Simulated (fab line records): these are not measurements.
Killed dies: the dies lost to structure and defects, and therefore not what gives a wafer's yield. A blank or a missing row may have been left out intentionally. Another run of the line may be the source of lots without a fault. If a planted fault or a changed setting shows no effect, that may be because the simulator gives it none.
fab line records    flow n5-finfet
[record] lots = 24  wafers = 72  last-day = 21
route steps=1938 shown BEOL_M10@1471
lots untouched by any fault: they come from a run of this same line in which no faults occurred
start-h: hours from the record's first day to the start of the lot's first wafer shown    wait-h: hours from the lot's prior step to this one    " repeats the value in the row above    L1.1+2: a single row standing in for several wafers    - value missing, or start not given    * or withheld: withheld    < > ~ a bound
route shown NAME@n: names a module that has steps shown in the file, with the first one's number in the route    usual: average and standard deviation across the fault-free wafers    same: alike in all rows    chamber/n: place in a boat    sites: each site's reading    _std_site: their standard deviation    _edge_site: mean of outer sites minus mean of inner sites    radius-mm: how far each site lies from the wafer's centre    mask NAME#n: copy n    behind: the last tool/chamber to shape the wafer    hold: why the lot went on hold/how many hours it stayed there/how the hold came to an end    device: whichever transistor did not switch (one of n, p or np)    end of line: the tests these same wafers got at the end of their route    a step without rows: its recipe alone    killed: the dies lost at the first sort to structure and to defects; this is not the yield of the wafer    map: the dies of a wafer, with x for killed, . for not killed, _ for no die there
set.NAME: the setting that was run; set.NAME@STEP: the one run at that earlier step    model.NAME: the simulator's own value behind a step, which no gauge read
route steps across a sampled set of lots; one table per step, one row per wafer
services: from which hour (start-h, from the record's first day; less than 0 if before it) a tool's chamber was out of use, for how many hours, and why
[[steps]]
[step N5_BEOL_M10_CURE_71]
[recipe] temp-c = 385  time-s = 240  ambient = He/Ar  material = SiCOH_lowk
[usual] lamp-power-pct = 52.30/0.053  wafer_temp_C_max = 386.8/0.49
lot.wafer  tool        chamber  start-h  wait-h  lamp-power-pct  wafer_temp_C_max
L076.2     uv-cure-01  1        242.33   0.1     52.26           386.7
L076.4     "           1        "        "       52.30           386.1
L076.6     "           1        "        "       52.20           387.4
L077.3     uv-cure-01  2        246.19   0.2     52.31           387.0
L077.4     "           2        "        "       52.36           386.8
L077.6     "           2        "        "       52.34           387.4
L078.1     uv-cure-03  2        254.22   0.0     52.32           386.3
L078.2     "           2        "        "       52.35           386.3
L078.4     "           2        "        "       52.27           386.0
L075.2     uv-cure-02  1        255.31   0.1     52.29           387.2
L075.5     "           1        "        "       52.43           386.7
L075.6     "           1        "        "       52.30           387.0
L079.1     uv-cure-01  2        266.21   0.0     52.39           386.3
L079.4     "           2        "        "       52.36           386.5
L079.6     "           2        "        "       52.30           386.6
L074.2     uv-cure-02  1        266.53   0.2     52.36           387.3
L074.3     "           1        "        "       52.23           386.8
L074.4     "           1        "        "       52.36           386.7
L080.1     uv-cure-01  0        274.91   0.0     52.25           386.7
L080.4     "           0        "        "       52.36           387.2
L080.6     "           0        "        "       52.28           386.9
L082.2     uv-cure-03  2        275.34   0.2     52.19           386.6
L082.3     "           2        "        "       52.38           385.9
L082.6     "           2        "        "       52.31           386.1
L081.2     uv-cure-03  0        282.64   0.1     52.31           387.3
L081.4     "           0        "        "       52.33           386.8
L081.6     "           0        "        "       52.34           387.3
L084.1     uv-cure-01  0        298.11   0.0     52.28           386.6
L084.2     "           0        "        "       52.25           386.6
L084.5     "           0        "        "       52.30           386.8
L083.3     uv-cure-02  2        312.12   0.2     52.37           387.2
L083.5     "           2        "        "       52.22           386.5
L083.6     "           2        "        "       52.34           386.7
L085.2     uv-cure-03  1        325.37   0.1     52.33           386.7
L085.4     "           1        "        "       52.33           387.0
L085.5     "           1        "        "       52.28           386.9
L086.1     uv-cure-01  2        329.54   0.0     52.25           385.8
L086.2     "           2        "        "       52.28           386.5
L086.4     "           2        "        "       52.35           386.1
L087.3     uv-cure-03  1        329.86   0.2     52.24           386.6
L087.4     "           1        "        "       52.32           387.0
L087.6     "           1        "        "       52.30           387.0
L088.1     uv-cure-03  1        338.08   0.0     52.34           387.0
L088.3     "           1        "        "       52.26           386.4
L088.5     "           1        "        "       52.34           386.7
L090.1     uv-cure-01  0        343.95   0.0     52.18           386.7
L090.2     "           0        "        "       52.30           387.4
L090.4     "           0        "        "       52.24           386.9
L089.1     uv-cure-03  0        356.13   0.0     52.32           387.7
L089.4     "           0        "        "       52.27           387.3
L089.6     "           0        "        "       52.36           387.1
L091.2     uv-cure-03  1        380.20   0.1     52.24           386.8
L091.3     "           1        "        "       52.27           386.7
L091.5     "           1        "        "       52.32           387.2
L094.1     uv-cure-03  1        389.29   0.0     52.32           386.6
L094.2     "           1        "        "       52.36           386.8
L094.4     "           1        "        "       52.33           386.7
L092.1     uv-cure-03  0        393.80   0.0     52.37           387.5
L092.4     "           0        "        "       52.28           388.6
L092.5     "           0        "        "       52.43           387.1
L093.3     uv-cure-01  2        393.80   0.4     52.40           386.5
L093.4     "           2        "        "       52.29           386.5
L093.6     "           2        "        "       52.33           386.6
L096.1     uv-cure-02  2        400.80   0.1     52.36           386.4
L096.3     "           2        "        "       52.29           386.1
L096.5     "           2        "        "       52.32           386.0
L095.1     uv-cure-01  0        413.00   0.0     52.36           387.5
L095.3     "           0        "        "       52.35           386.8
L095.6     "           0        "        "       52.37           387.2
L097.1     uv-cure-02  0        428.64   0.0     52.30           386.2
L097.4     "           0        "        "       52.16           386.7
L097.5     "           0        "        "       52.27           386.5
[step N5_BEOL_M10_INSPECT_13]
[recipe] mode = adi  inspect-instrument = brightfield
[usual] raw-defect-count = 400/100
lot.wafer  tool               chamber  start-h  wait-h  raw-defect-count
L076.2     defect-inspect-01  -        244.43   0.0     340
L076.4     "                  -        "        "       492
L076.6     "                  -        "        "       306
L077.3     defect-inspect-02  -        248.80   0.0     360
L077.4     "                  -        "        "       410
L077.6     "                  -        "        "       403
L078.1     defect-inspect-01  -        255.43   0.0     465
L078.2     "                  -        "        "       412
L078.4     "                  -        "        "       403
L075.2     defect-inspect-01  -        257.87   0.0     515
L075.5     "                  -        "        "       453
L075.6     "                  -        "        "       456
L079.1     defect-inspect-01  -        267.24   0.0     512
L079.4     "                  -        "        "       536
L079.6     "                  -        "        "       447
L074.2     defect-inspect-01  -        267.64   0.0     515
L074.3     "                  -        "        "       331
L074.4     "                  -        "        "       519
L080.1     defect-inspect-02  -        277.11   0.0     304
L080.4     "                  -        "        "       449
L080.6     "                  -        "        "       305
L082.2     defect-inspect-01  -        277.37   0.0     491
L082.3     "                  -        "        "       447
L082.6     "                  -        "        "       427
L081.2     defect-inspect-02  -        286.10   0.0     489
L081.4     "                  -        "        "       288
L081.6     "                  -        "        "       285
L084.1     defect-inspect-02  -        299.50   0.0     333
L084.2     "                  -        "        "       246
L084.5     "                  -        "        "       223
L083.3     defect-inspect-02  -        314.51   0.0     313
L083.5     "                  -        "        "       335
L083.6     "                  -        "        "       235
L085.2     defect-inspect-02  -        327.41   0.0     355
L085.4     "                  -        "        "       434
L085.5     "                  -        "        "       346
L086.1     defect-inspect-01  -        331.43   0.0     408
L086.2     "                  -        "        "       449
L086.4     "                  -        "        "       347
L087.3     defect-inspect-01  -        331.62   0.0     672
L087.4     "                  -        "        "       332
L087.6     "                  -        "        "       558
L088.1     defect-inspect-01  -        339.90   0.0     454
L088.3     "                  -        "        "       422
L088.5     "                  -        "        "       490
L090.1     defect-inspect-02  -        346.68   0.0     347
L090.2     "                  -        "        "       366
L090.4     "                  -        "        "       330
L089.1     defect-inspect-01  -        357.72   0.0     325
L089.4     "                  -        "        "       415
L089.6     "                  -        "        "       359
L091.2     defect-inspect-01  -        383.30   0.0     304
L091.3     "                  -        "        "       316
L091.5     "                  -        "        "       478
L094.1     defect-inspect-02  -        391.64   0.0     299
L094.2     "                  -        "        "       415
L094.4     "                  -        "        "       463
L092.1     defect-inspect-01  -        396.75   0.0     261
L092.4     "                  -        "        "       329
L092.5     "                  -        "        "       398
L093.3     defect-inspect-01  -        396.97   0.0     331
L093.4     "                  -        "        "       363
L093.6     "                  -        "        "       340
L096.1     defect-inspect-01  -        403.81   0.0     451
L096.3     "                  -        "        "       579
L096.5     "                  -        "        "       408
L095.1     defect-inspect-01  -        416.18   0.0     358
L095.3     "                  -        "        "       451
L095.6     "                  -        "        "       356
L097.1     defect-inspect-02  -        431.98   0.0     274
L097.4     "                  -        "        "       235
L097.5     "                  -        "        "       309
[step N5_BEOL_M10_STRIP_67]
[recipe] chemistry = CF4  resist = SiARC  power-w = 300  bias-power-w = 75  pressure-mtorr = 50  cf4-flow-sccm = 150  rf-frequency-hz = 6e+07
[usual] drypump-motor-current-A = 6.00/0.2  oes-product-au = 0.79/0.086  rf-vpp-V = 270.4/1.6  showerhead-plenum-p-Torr = 1.77/0.065  throttle-valve-pct = 13.66/0.26
lot.wafer  tool         chamber  start-h  wait-h  drypump-motor-current-A  oes-product-au  rf-hours-counter-h  rf-vpp-V  showerhead-plenum-p-Torr  throttle-valve-pct
L076.2     rie-diel-04  2        244.96   0.0     5.77                     0.99            1                   269.4     1.78                      13.54
L076.4     "            1        "        "       6.05                     0.74            -                   269.3     1.74                      13.84
L076.6     "            2        "        "       5.78                     1.00            -                   270.9     1.78                      13.56
L077.3     rie-diel-03  2        249.48   0.0     6.07                     0.76            128                 269.5     1.71                      13.50
L077.4     "            0        "        "       5.48                     0.74            175                 269.0     1.79                      13.95
L077.6     "            1        "        "       5.91                     0.72            -                   271.1     1.73                      14.00
L078.1     rie-diel-03  2        255.70   0.0     6.08                     0.75            130                 271.6     1.71                      13.50
L078.2     "            1        "        "       5.95                     0.72            177                 269.7     1.73                      13.99
L078.4     "            0        "        "       5.46                     0.74            178                 270.8     1.79                      13.96
L075.2     rie-diel-04  3        258.13   0.0     6.12                     0.77            123                 269.5     1.72                      13.73
L075.5     "            1        "        "       6.06                     0.73            -                   269.0     1.74                      13.85
L075.6     "            2        "        "       5.76                     0.96            -                   271.6     1.78                      13.58
L079.1     rie-diel-04  2        267.51   0.0     5.79                     0.94            9                   268.7     1.78                      13.57
L079.4     "            3        "        "       6.12                     0.76            127                 270.7     1.72                      13.73
L079.6     "            3        "        "       6.12                     0.76            -                   270.2     1.72                      13.74
L074.2     rie-diel-04  2        267.91   0.0     5.77                     0.95            9                   270.1     1.78                      13.60
L074.3     "            0        "        "       5.99                     0.98            1                   273.7     1.93                      13.23
L074.4     "            1        "        "       6.05                     0.73            183                 270.2     1.74                      13.87
L080.1     rie-diel-04  0        277.37   0.0     5.99                     0.95            4                   272.9     1.93                      13.25
L080.4     "            3        "        "       6.13                     0.75            132                 269.9     1.72                      13.76
L080.6     "            3        "        "       6.15                     0.76            -                   267.9     1.72                      13.76
L082.2     rie-diel-02  2        277.63   0.0     6.13                     0.73            193                 270.0     1.72                      13.58
L082.3     "            1        "        "       6.29                     0.87            35                  273.2     1.89                      13.33
L082.6     "            2        "        "       6.13                     0.73            -                   270.5     1.72                      13.58
L081.2     rie-diel-02  1        286.44   0.0     6.27                     0.85            38                  273.8     1.89                      13.36
L081.4     "            0        "        "       6.27                     0.81            90                  269.5     1.75                      13.55
L081.6     "            0        "        "       6.27                     0.81            -                   269.9     1.75                      13.56
L084.1     rie-diel-04  1        299.76   0.0     6.04                     0.72            193                 269.2     1.73                      13.88
L084.2     "            3        "        "       6.12                     0.75            137                 269.9     1.71                      13.76
L084.5     "            2        "        "       5.75                     0.91            -                   269.8     1.77                      13.59
L083.3     rie-diel-02  0        314.79   0.0     6.28                     0.80            99                  270.5     1.75                      13.57
L083.5     "            1        "        "       6.28                     0.85            -                   273.0     1.89                      13.38
L083.6     "            0        "        "       6.28                     0.80            -                   270.7     1.75                      13.57
L085.2     rie-diel-04  2        328.00   0.0     5.78                     0.89            30                  270.0     1.77                      13.64
L085.4     "            3        "        "       6.15                     0.74            146                 271.1     1.71                      13.79
L085.5     "            3        "        "       6.16                     0.75            -                   269.9     1.71                      13.78
L086.1     rie-diel-02  2        331.70   0.0     6.15                     0.72            211                 269.3     1.72                      13.63
L086.2     "            1        "        "       6.28                     0.84            55                  273.4     1.88                      13.38
L086.4     "            0        "        "       6.29                     0.79            106                 268.6     1.75                      13.58
L087.3     rie-diel-04  1        331.88   0.0     6.04                     0.72            204                 270.6     1.73                      13.90
L087.4     "            3        "        "       6.11                     0.74            148                 270.9     1.71                      13.78
L087.6     "            2        "        "       5.85                     0.90            -                   271.4     1.77                      13.63
L088.1     rie-diel-04  0        340.24   0.0     5.98                     0.90            23                  273.2     1.92                      13.30
L088.3     "            2        "        "       5.78                     0.89            34                  270.1     1.77                      13.64
L088.5     "            3        "        "       6.13                     0.75            -                   269.8     1.71                      13.77
L090.1     rie-diel-04  2        346.94   0.0     5.80                     0.89            35                  269.1     1.77                      13.64
L090.2     "            3        "        "       6.12                     0.74            152                 270.4     1.71                      13.79
L090.4     "            1        "        "       6.04                     0.71            208                 268.9     1.73                      13.93
L089.1     rie-diel-02  1        357.99   0.0     6.30                     0.82            63                  272.0     1.88                      13.39
L089.4     "            3        "        "       6.08                     0.81            81                  271.1     1.80                      13.19
L089.6     "            1        "        "       6.27                     0.82            -                   274.8     1.88                      13.41
L091.2     rie-diel-04  2        383.56   0.0     5.79                     0.87            47                  268.8     1.77                      13.66
L091.3     "            1        "        "       6.04                     0.70            219                 267.9     1.72                      13.94
L091.5     "            1        "        "       6.06                     0.70            -                   269.1     1.72                      13.94
L094.1     rie-diel-04  3        391.90   0.0     6.15                     0.73            167                 267.0     1.71                      13.83
L094.2     "            2        "        "       5.78                     0.87            50                  269.0     1.77                      13.66
L094.4     "            1        "        "       6.04                     0.71            -                   269.5     1.72                      13.95
L092.1     rie-diel-04  1        397.88   0.0     6.07                     0.70            225                 268.4     1.72                      13.96
L092.4     "            3        "        "       6.11                     0.72            -                   269.7     1.71                      13.83
L092.5     "            1        "        "       6.06                     0.71            -                   269.6     1.72                      13.96
L093.3     rie-diel-03  1        398.02   0.0     5.92                     0.69            227                 270.2     1.72                      14.11
L093.4     "            2        "        "       6.07                     0.72            182                 270.2     1.70                      13.63
L093.6     "            1        "        "       5.93                     0.68            -                   268.9     1.72                      14.12
L096.1     rie-diel-04  3        404.07   0.0     6.15                     0.72            172                 268.8     1.71                      13.84
L096.3     "            2        "        "       5.81                     0.86            52                  269.3     1.77                      13.68
L096.5     "            1        "        "       6.06                     0.70            -                   268.9     1.72                      13.98
L095.1     rie-diel-03  0        416.49   0.0     5.46                     0.70            234                 271.5     1.77                      14.07
L095.3     "            2        "        "       6.05                     0.71            188                 270.4     1.70                      13.64
L095.6     "            2        "        "       6.03                     0.71            -                   268.7     1.70                      13.64
L097.1     rie-diel-03  0        432.33   0.0     5.42                     0.70            238                 271.5     1.77                      14.09
L097.4     "            2        "        "       6.05                     0.71            192                 270.7     1.70                      13.64
L097.5     "            1        "        "       5.94                     0.68            -                   269.9     1.71                      14.15
[step N5_BEOL_M10_CD_MEAS_18]
[recipe] pitch-nm = 140  target-cd-nm = 70
[usual] cd-nm = 69.6/0.79
lot.wafer  tool       chamber  start-h  wait-h  cd-nm
L076.2     cd-sem-03  -        245.22   0.1     70.7
L076.4     "          -        "        "       68.9
L076.6     "          -        "        "       70.8
L077.3     cd-sem-02  -        249.70   0.1     68.8
L077.4     "          -        "        "       70.4
L077.6     "          -        "        "       70.0
L078.1     cd-sem-03  -        255.92   0.0     69.1
L078.2     "          -        "        "       68.9
L078.4     "          -        "        "       69.3
L075.2     cd-sem-02  -        258.35   0.1     70.0
L075.5     "          -        "        "       70.4
L075.6     "          -        "        "       70.5
L079.1     cd-sem-02  -        267.73   0.0     68.8
L079.4     "          -        "        "       70.2
L079.6     "          -        "        "       70.2
L074.2     cd-sem-02  -        268.17   0.1     69.3
L074.3     "          -        "        "       69.5
L074.4     "          -        "        "       69.4
L080.1     cd-sem-03  -        277.59   0.0     68.8
L080.4     "          -        "        "       70.3
L080.6     "          -        "        "       70.2
L082.2     cd-sem-03  -        277.86   0.1     70.3
L082.3     "          -        "        "       69.6
L082.6     "          -        "        "       70.2
L081.2     cd-sem-03  -        286.67   0.1     69.3
L081.4     "          -        "        "       69.9
L081.6     "          -        "        "       70.1
L084.1     cd-sem-02  -        299.98   0.0     69.0
L084.2     "          -        "        "       69.1
L084.5     "          -        "        "       68.6
L083.3     cd-sem-01  -        315.02   0.1     69.7
L083.5     "          -        "        "       69.4
L083.6     "          -        "        "       70.3
L085.2     cd-sem-03  -        328.27   0.1     69.6
L085.4     "          -        "        "       70.0
L085.5     "          -        "        "       69.5
L086.1     cd-sem-01  -        331.96   0.0     70.7
L086.2     "          -        "        "       70.3
L086.4     "          -        "        "       68.8
L087.3     cd-sem-03  -        332.12   0.1     68.2
L087.4     "          -        "        "       69.0
L087.6     "          -        "        "       69.0
L088.1     cd-sem-03  -        340.51   0.0     69.5
L088.3     "          -        "        "       71.0
L088.5     "          -        "        "       69.6
L090.1     cd-sem-01  -        347.26   0.0     69.5
L090.2     "          -        "        "       68.3
L090.4     "          -        "        "       68.7
L089.1     cd-sem-02  -        358.32   0.0     68.6
L089.4     "          -        "        "       70.5
L089.6     "          -        "        "       70.3
L091.2     cd-sem-03  -        383.79   0.1     69.9
L091.3     "          -        "        "       68.7
L091.5     "          -        "        "       68.0
L094.1     cd-sem-01  -        392.13   0.0     69.5
L094.2     "          -        "        "       70.4
L094.4     "          -        "        "       69.7
L092.1     cd-sem-01  -        398.17   0.0     68.7
L092.4     "          -        "        "       70.8
L092.5     "          -        "        "       70.3
L093.3     cd-sem-03  -        398.36   0.1     69.3
L093.4     "          -        "        "       70.0
L093.6     "          -        "        "       70.0
L096.1     cd-sem-03  -        404.30   0.0     71.0
L096.3     "          -        "        "       68.8
L096.5     "          -        "        "       70.9
L095.1     cd-sem-02  -        416.71   0.0     68.5
L095.3     "          -        "        "       67.3
L095.6     "          -        "        "       69.5
L097.1     cd-sem-01  -        432.68   0.0     69.2
L097.4     "          -        "        "       70.4
L097.5     "          -        "        "       69.8
[step N5_BEOL_M10_TRENCH_ETCH_37]
[recipe] chemistry = C4F6/O2  target-depth-a = 1488.3  target = SiCOH_lowk  time-s = 48  ion-energy-ev = 250  pressure-mtorr = 30  source-w = 345  bias-w = 185  Ar_flow_sccm = 300  C4F6_flow_sccm = 10  O2_flow_sccm = 10
[usual] drypump-motor-current-A = 6.05/0.2  oes-product-au = 0.79/0.086  rf-vpp-V = 664/14  showerhead-plenum-p-Torr = 2.81/0.12  throttle-valve-pct = 20.96/0.15
lot.wafer  tool         chamber  start-h  wait-h  drypump-motor-current-A  oes-product-au  rf-hours-counter-h  rf-vpp-V  showerhead-plenum-p-Torr  throttle-valve-pct
L076.2     rie-diel-04  2        -        -       5.79                     1.01            3                   671       2.79                      20.91
L076.4     "            1        "        "       6.07                     0.74            -                   660       2.73                      21.08
L076.6     "            2        "        "       5.80                     1.02            -                   672       2.78                      20.90
L077.3     rie-diel-02  1        -        -       6.27                     0.89            28                  693       3.04                      20.89
L077.4     "            3        "        "       6.14                     0.86            49                  669       2.92                      20.73
L077.6     "            3        "        "       6.11                     0.87            -                   669       2.92                      20.71
L078.1     rie-diel-03  2        -        -       6.07                     0.74            132                 653       2.75                      21.06
L078.2     "            3        "        "       5.85                     0.72            234                 686       2.82                      20.89
L078.4     "            1        "        "       5.91                     0.71            179                 667       2.68                      21.11
L075.2     rie-diel-04  2        -        -       5.84                     0.99            8                   671       2.78                      20.93
L075.5     "            3        "        "       6.12                     0.75            -                   648       2.73                      21.10
L075.6     "            2        "        "       5.83                     0.99            -                   672       2.78                      20.93
L079.1     rie-diel-04  0        -        -       6.00                     0.98            1                   662       3.07                      20.77
L079.4     "            2        "        "       5.79                     0.98            10                  671       2.78                      20.96
L079.6     "            3        "        "       6.14                     0.76            -                   648       2.73                      21.10
L074.2     rie-diel-02  1        -        -       6.29                     0.87            32                  693       3.04                      20.89
L074.3     "            3        "        "       6.11                     0.86            53                  667       2.92                      20.70
L074.4     "            0        "        "       6.28                     0.80            84                  644       2.76                      20.84
L082.2     rie-diel-03  0        -        -       5.47                     0.73            185                 663       2.82                      21.22
L082.3     "            1        "        "       5.93                     0.70            185                 667       2.68                      21.11
L082.6     "            0        "        "       5.46                     0.72            -                   660       2.82                      21.20
L080.1     rie-diel-04  1        -        -       6.06                     0.73            188                 660       2.72                      21.10
L080.4     "            2        "        "       5.80                     0.96            15                  671       2.78                      20.94
L080.6     "            3        "        "       6.15                     0.75            -                   649       2.72                      21.11
L081.2     rie-diel-03  3        -        -       5.89                     0.69            243                 685       2.82                      20.89
L081.4     "            0        "        "       5.47                     0.73            188                 662       2.81                      21.22
L081.6     "            2        "        "       6.08                     0.73            -                   652       2.75                      21.05
L084.1     rie-diel-04  0        -        -       6.02                     0.94            11                  662       3.06                      20.78
L084.2     "            3        "        "       6.13                     0.75            138                 649       2.72                      21.12
L084.5     "            1        "        "       6.04                     0.72            -                   659       2.72                      21.10
L083.3     rie-diel-03  2        -        -       6.10                     0.72            153                 652       2.75                      21.08
L083.5     "            2        "        "       6.09                     0.72            -                   652       2.75                      21.07
L083.6     "            1        "        "       5.95                     0.68            -                   668       2.67                      21.13
L085.2     rie-diel-02  0        -        -       6.28                     0.77            106                 642       2.75                      20.86
L085.4     "            3        "        "       6.11                     0.83            73                  668       2.91                      20.75
L085.5     "            0        "        "       6.27                     0.77            -                   642       2.75                      20.86
L087.3     rie-diel-02  0        -        -       6.28                     0.78            108                 643       2.75                      20.87
L087.4     "            3        "        "       6.14                     0.84            75                  667       2.91                      20.74
L087.6     "            1        "        "       6.29                     0.83            -                   692       3.03                      20.93
L086.1     rie-diel-04  1        -        -       6.04                     0.72            205                 658       2.71                      21.12
L086.2     "            3        "        "       6.11                     0.75            148                 649       2.72                      21.14
L086.4     "            0        "        "       5.96                     0.90            21                  662       3.06                      20.80
L088.1     rie-diel-02  1        -        -       6.28                     0.84            59                  693       3.03                      20.95
L088.3     "            0        "        "       6.30                     0.77            111                 645       2.75                      20.87
L088.5     "            0        "        "       6.30                     0.77            -                   642       2.75                      20.87
L090.1     rie-diel-02  0        -        -       6.31                     0.78            113                 644       2.75                      20.87
L090.2     "            2        "        "       6.16                     0.71            217                 673       2.72                      20.82
L090.4     "            3        "        "       6.12                     0.82            80                  667       2.90                      20.75
L089.1     rie-diel-04  1        -        -       6.06                     0.71            212                 657       2.71                      21.12
L089.4     "            0        "        "       6.03                     0.88            29                  660       3.06                      20.81
L089.6     "            0        "        "       6.00                     0.89            -                   661       3.06                      20.81
L091.2     rie-diel-04  2        -        -       5.81                     0.90            48                  671       2.76                      21.01
L091.3     "            1        "        "       6.05                     0.71            220                 659       2.71                      21.15
L091.5     "            3        "        "       6.16                     0.72            -                   647       2.71                      21.14
L094.1     rie-diel-02  1        -        -       6.25                     0.82            74                  693       3.02                      20.95
L094.2     "            0        "        "       6.29                     0.76            125                 643       2.74                      20.89
L094.4     "            0        "        "       6.30                     0.75            -                   644       2.74                      20.89
L092.1     rie-diel-03  3        -        -       5.89                     0.93            23                  683       2.81                      20.58
L092.4     "            0        "        "       5.47                     0.71            228                 661       2.80                      21.29
L092.5     "            2        "        "       6.07                     0.71            -                   653       2.73                      21.12
L093.3     rie-diel-02  1        -        -       6.27                     0.81            77                  692       3.02                      20.95
L093.4     "            3        "        "       6.10                     0.81            -                   669       2.90                      20.76
L093.6     "            0        "        "       6.29                     0.75            -                   643       2.74                      20.88
L096.1     rie-diel-04  1        -        -       6.05                     0.71            229                 656       2.70                      21.14
L096.3     "            0        "        "       6.03                     0.88            37                  660       3.05                      20.82
L096.5     "            0        "        "       6.05                     0.88            -                   661       3.05                      20.81
L095.1     rie-diel-04  2        -        -       5.76                     0.89            57                  669       2.76                      20.99
L095.3     "            0        "        "       5.97                     0.86            41                  662       3.05                      20.82
L095.6     "            0        "        "       6.00                     0.86            -                   661       3.05                      20.83
L097.1     rie-diel-02  0        -        -       6.29                     0.74            141                 643       2.73                      20.92
L097.4     "            2        "        "       6.16                     0.71            236                 672       2.71                      20.87
L097.5     "            3        "        "       6.08                     0.81            -                   669       2.90                      20.79
[step N5_BEOL_M10_PRE_CLEAN_45]
[recipe] gas = H2/He  time-s = 30  temp-c = 250
[usual] heater-power-w = 343/33
lot.wafer  tool            chamber  start-h  wait-h  heater-power-w
L076.2     pvd-sputter-01  -        249.18   0.0     362
L076.4     "               -        "        "       300
L076.6     "               -        "        "       350
L077.3     pvd-sputter-01  -        253.66   0.0     317
L077.4     "               -        "        "       352
L077.6     "               -        "        "       314
L078.1     pvd-sputter-02  -        264.69   0.0     307
L078.2     "               -        "        "       387
L078.4     "               -        "        "       347
L075.2     pvd-sputter-02  -        265.17   0.0     300
L075.5     "               -        "        "       317
L075.6     "               -        "        "       338
L074.2     pvd-sputter-02  -        269.76   0.0     383
L074.3     "               -        "        "       323
L074.4     "               -        "        "       299
L079.1     pvd-sputter-02  -        270.24   0.0     335
L079.4     "               -        "        "       299
L079.6     "               -        "        "       342
L082.2     pvd-sputter-03  -        280.98   0.0     393
L082.3     "               -        "        "       355
L082.6     "               -        "        "       363
L080.1     pvd-sputter-03  -        281.06   0.0     353
L080.4     "               -        "        "       370
L080.6     "               -        "        "       361
L081.2     pvd-sputter-03  -        288.77   0.0     359
L081.4     "               -        "        "       355
L081.6     "               -        "        "       345
L084.1     pvd-sputter-03  -        302.63   0.0     356
L084.2     "               -        "        "       368
L084.5     "               -        "        "       346
L083.3     pvd-sputter-03  -        317.97   0.0     355
L083.5     "               -        "        "       404
L083.6     "               -        "        "       365
L085.2     pvd-sputter-01  -        331.29   0.0     305
L085.4     "               -        "        "       314
L085.5     "               -        "        "       306
L087.3     pvd-sputter-02  -        336.45   0.0     298
L087.4     "               -        "        "       345
L087.6     "               -        "        "       301
L086.1     pvd-sputter-02  -        336.61   0.0     300
L086.2     "               -        "        "       386
L086.4     "               -        "        "       353
L088.1     pvd-sputter-01  -        344.07   0.0     316
L088.3     "               -        "        "       348
L088.5     "               -        "        "       298
L090.1     pvd-sputter-01  -        350.09   0.0     278
L090.2     "               -        "        "       297
L090.4     "               -        "        "       316
L089.1     pvd-sputter-01  -        360.90   0.0     319
L089.4     "               -        "        "       305
L089.6     "               -        "        "       281
L091.2     pvd-sputter-03  -        385.51   0.0     351
L091.3     "               -        "        "       405
L091.5     "               -        "        "       352
L094.1     pvd-sputter-03  -        396.82   0.0     403
L094.2     "               -        "        "       357
L094.4     "               -        "        "       346
L092.1     pvd-sputter-02  -        401.07   0.0     315
L092.4     "               -        "        "       391
L092.5     "               -        "        "       379
L093.3     pvd-sputter-02  -        401.35   0.0     339
L093.4     "               -        "        "       384
L093.6     "               -        "        "       396
L096.1     pvd-sputter-02  -        408.86   0.0     348
L096.3     "               -        "        "       300
L096.5     "               -        "        "       353
L095.1     pvd-sputter-03  -        418.84   0.0     352
L095.3     "               -        "        "       363
L095.6     "               -        "        "       350
L097.1     pvd-sputter-03  -        436.42   0.0     349
L097.4     "               -        "        "       363
L097.5     "               -        "        "       350
[[services]]
tool            chamber  start-h  hours  kind
rie-diel-04     2        219.63   4.6    repair
rie-diel-04     2        228.76   -      clean
rie-diel-04     2        228.76   -      consumable-replace:focus-ring
rie-diel-04     2        228.76   14.8   scheduled-down
rie-diel-04     2        228.76   14.8   vent-cycle
uv-cure-03      -        243.89   0.8    repair
rie-diel-04     0        244.03   -      clean
rie-diel-04     0        244.03   -      consumable-replace:focus-ring
uv-cure-01      -        261.43   0.4    repair
uv-cure-03      -        262.44   5.0    pm
uv-cure-01      -        284.65   1.0    pm
pvd-sputter-01  -        292.47   20.0   repair
pvd-sputter-03  -        330.45   9.5    repair
pvd-sputter-01  -        332.53   0.6    repair
pvd-sputter-02  -        364.81   6.2    repair
uv-cure-01      -        367.42   2.8    pm
uv-cure-03      -        376.79   2.8    pm
rie-diel-04     0        378.19   20.7   repair
uv-cure-03      -        387.80   0.7    repair
rie-diel-02     3        393.90   5.0    repair
rie-diel-04     2        394.85   5.1    repair
pvd-sputter-01  -        413.50   4.3    repair
rie-diel-02     3        415.05   15.3   repair
pvd-sputter-01  -        421.80   2.5    repair
[[key]]
fault none
